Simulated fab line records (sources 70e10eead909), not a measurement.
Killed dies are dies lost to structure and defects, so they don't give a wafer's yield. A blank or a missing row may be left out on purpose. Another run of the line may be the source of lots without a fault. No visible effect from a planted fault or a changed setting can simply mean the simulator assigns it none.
Matching of chambers :: flow nand-harc :: NHARC_A_STAIRCASE_ETCHBACK_157 on rie-diel-06 has 4 sister chambers
The step etches the open film in CH3F/O2, target depth 90 nm, time 167.14 s. 20 wafers are shown with their chamber, then 10 later ones without.

== WAFERS, EACH WITH ITS CHAMBER ==
wafer: L075.2
chamber: 3
showerhead-plenum-p-Torr (Torr): 2.57
drypump-motor-current-A (A): 5.3
rf-vpp-V (V): 246.6

wafer: L075.3
chamber: 2
showerhead-plenum-p-Torr (Torr): 2.42
drypump-motor-current-A (A): 5.2
rf-vpp-V (V): 242.5

wafer: L075.6
chamber: 1
showerhead-plenum-p-Torr (Torr): 2.59
drypump-motor-current-A (A): 5.4
rf-vpp-V (V): 246.3

wafer: L076.1
chamber: 0
showerhead-plenum-p-Torr (Torr): 2.40
drypump-motor-current-A (A): 6.3
rf-vpp-V (V): 244.0

wafer: L076.2
chamber: 1
showerhead-plenum-p-Torr (Torr): 2.59
drypump-motor-current-A (A): 5.4
rf-vpp-V (V): 247.8

wafer: L076.5
chamber: 2
showerhead-plenum-p-Torr (Torr): 2.42
drypump-motor-current-A (A): 5.3
rf-vpp-V (V): 244.3

wafer: L078.2
chamber: 3
showerhead-plenum-p-Torr (Torr): 2.57
drypump-motor-current-A (A): 5.4
rf-vpp-V (V): 245.9

wafer: L078.5
chamber: 3
showerhead-plenum-p-Torr (Torr): 2.57
drypump-motor-current-A (A): 5.4
rf-vpp-V (V): 245.5

wafer: L078.6
chamber: 0
showerhead-plenum-p-Torr (Torr): 2.40
drypump-motor-current-A (A): 6.3
rf-vpp-V (V): 243.5

wafer: L077.3
chamber: 0
showerhead-plenum-p-Torr (Torr): 2.40
drypump-motor-current-A (A): 6.3
rf-vpp-V (V): 245.2

wafer: L077.4
chamber: 2
showerhead-plenum-p-Torr (Torr): 2.42
drypump-motor-current-A (A): 5.3
rf-vpp-V (V): 245.6

wafer: L077.5
chamber: 3
showerhead-plenum-p-Torr (Torr): 2.57
drypump-motor-current-A (A): 5.3
rf-vpp-V (V): 246.7

wafer: L080.1
chamber: 2
showerhead-plenum-p-Torr (Torr): 2.42
drypump-motor-current-A (A): 5.2
rf-vpp-V (V): 242.3

wafer: L080.2
chamber: 3
showerhead-plenum-p-Torr (Torr): 2.57
drypump-motor-current-A (A): 5.4
rf-vpp-V (V): 245.5

wafer: L080.6
chamber: 1
showerhead-plenum-p-Torr (Torr): 2.59
drypump-motor-current-A (A): 5.4
rf-vpp-V (V): 245.5

wafer: L085.1
chamber: 1
showerhead-plenum-p-Torr (Torr): 2.58
drypump-motor-current-A (A): 5.5
rf-vpp-V (V): 246.7

wafer: L085.3
chamber: 2
showerhead-plenum-p-Torr (Torr): 2.41
drypump-motor-current-A (A): 5.3
rf-vpp-V (V): 243.1

wafer: L085.4
chamber: 3
showerhead-plenum-p-Torr (Torr): 2.56
drypump-motor-current-A (A): 5.4
rf-vpp-V (V): 246.1

wafer: L086.2
chamber: 2
showerhead-plenum-p-Torr (Torr): 2.41
drypump-motor-current-A (A): 5.3
rf-vpp-V (V): 242.2

wafer: L086.4
chamber: 1
showerhead-plenum-p-Torr (Torr): 2.58
drypump-motor-current-A (A): 5.4
rf-vpp-V (V): 245.2

SIGNATURES, as means of the wafers listed above
reading: showerhead-plenum-p-Torr
chamber 0: 2.4000
chamber 1: 2.5860
chamber 2: 2.4167
chamber 3: 2.5683
scatter within a chamber: 0.00459

reading: drypump-motor-current-A
chamber 0: 6.300
chamber 1: 5.420
chamber 2: 5.267
chamber 3: 5.367
scatter within a chamber: 0.0465

reading: rf-vpp-V
chamber 0: 244.233
chamber 1: 246.300
chamber 2: 243.333
chamber 3: 246.050
scatter within a chamber: 1.01
Rule: for each reading, subtract the chamber's mean from the wafer's reading, divide by that reading's scatter and square the result; add these up over the readings and take the root, which gives the wafer's distance from the chamber. If the next closest chamber is less than 2 further off than the closest, the wafer can't be placed; otherwise it belongs to the closest. The scatter: the root of (the sum of the squares of (reading less its chamber's mean) over the shown wafers, divided by (wafers less chambers)).

== WAFERS WITH NO CHAMBER GIVEN ==
wafer: L086.5
showerhead-plenum-p-Torr (Torr): 2.39
drypump-motor-current-A (A): 6.3
rf-vpp-V (V): 242.2

wafer: L092.1
showerhead-plenum-p-Torr (Torr): 2.41
drypump-motor-current-A (A): 5.3
rf-vpp-V (V): 243.0

wafer: L092.2
showerhead-plenum-p-Torr (Torr): 2.56
drypump-motor-current-A (A): 5.4
rf-vpp-V (V): 243.8

wafer: L092.4
showerhead-plenum-p-Torr (Torr): 2.41
drypump-motor-current-A (A): 5.3
rf-vpp-V (V): 243.3

wafer: L095.2
showerhead-plenum-p-Torr (Torr): 2.58
drypump-motor-current-A (A): 5.5
rf-vpp-V (V): 246.2

wafer: L095.4
showerhead-plenum-p-Torr (Torr): 2.40
drypump-motor-current-A (A): 5.3
rf-vpp-V (V): 243.9

wafer: L095.5
showerhead-plenum-p-Torr (Torr): 2.55
drypump-motor-current-A (A): 5.4
rf-vpp-V (V): 246.9

wafer: L096.1
showerhead-plenum-p-Torr (Torr): 2.38
drypump-motor-current-A (A): 6.3
rf-vpp-V (V): 243.7

wafer: L096.4
showerhead-plenum-p-Torr (Torr): 2.55
drypump-motor-current-A (A): 5.4
rf-vpp-V (V): 245.1

wafer: L096.5
showerhead-plenum-p-Torr (Torr): 2.38
drypump-motor-current-A (A): 6.3
rf-vpp-V (V): 243.1

== WHICH CHAMBER EACH WENT THROUGH ==
wafer: L086.5
from the rows above: 0
in truth: 0

wafer: L092.1
from the rows above: 2
in truth: 2

wafer: L092.2
from the rows above: 3
in truth: 3

wafer: L092.4
from the rows above: 2
in truth: 2

wafer: L095.2
from the rows above: can't be placed: 1 or 3
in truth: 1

wafer: L095.4
from the rows above: 2
in truth: 2

wafer: L095.5
from the rows above: 3
in truth: 3

wafer: L096.1
from the rows above: 0
in truth: 0

wafer: L096.4
from the rows above: 3
in truth: 3

wafer: L096.5
from the rows above: 0
in truth: 0
9 of 10 placed correctly. From these rows, 1 cannot be placed; in 1 the true chamber is one of the candidates. Number placed wrongly: 0.
